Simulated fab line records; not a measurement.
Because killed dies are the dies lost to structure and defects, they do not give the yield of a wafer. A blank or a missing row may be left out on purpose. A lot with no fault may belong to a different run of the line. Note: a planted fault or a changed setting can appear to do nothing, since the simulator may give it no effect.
Which tool is to blame? || flow nand harc || route of 1159 steps, sampled at 1 step: 6 lots, 18 wafers

## WHAT EACH GAUGE READ, for each wafer
NHARC_A_CONTACT_CD_MEAS_69: target cd 200 nm.
{"lot": "L977", "measured": "day 16 19:32", "on": "cd sem-02", "cd nm (nm)": "200.3 199.9 200.3"}
{"lot": "L980", "measured": "day 17 00:00", "on": "cd sem-02", "cd nm (nm)": "200.5 199.4 199.1"}
{"lot": "L982", "measured": "day 18 02:04", "on": "cd sem-01", "cd nm (nm)": "200.4 199.8 199.5"}
{"lot": "L989", "measured": "day 19 22:16", "on": "cd sem-03", "cd nm (nm)": "199.9 200.4 200.2"}
{"lot": "L998", "measured": "day 22 01:57", "on": "cd sem-03", "cd nm (nm)": "200.3 199.8 200.0"}
{"lot": "L997", "measured": "day 22 08:08", "on": "cd sem-01", "cd nm (nm)": "199.9 199.8 199.2"}

## WHAT TOOL EACH LOT RAN ON (gives the tool, then ch and the chambers of the sampled wafers, and finally the start)
The record shows no process step preceding these readings.

## THE ANSWER, worked out from the rows above alone
Rule: what is usual is taken from the lots themselves. Put in order of their means at a reading, lots are off if they are a third of the lots or fewer, leave a main group of 4 or more, and stand apart from it by a gap of 3 or more times the standard deviation of the main group's means; of several such gaps the widest counts. Not used: any main group whose means are identical at the precision the tables above print for the reading. A lot without any number at a reading at which 4 lots or more have one is off too. Where the step has rows for the other lots, those lots are counted as sound.
No lot is off at any reading shown: from this, nothing can be told.

## WHAT THE SIMULATOR HAD PUT IN
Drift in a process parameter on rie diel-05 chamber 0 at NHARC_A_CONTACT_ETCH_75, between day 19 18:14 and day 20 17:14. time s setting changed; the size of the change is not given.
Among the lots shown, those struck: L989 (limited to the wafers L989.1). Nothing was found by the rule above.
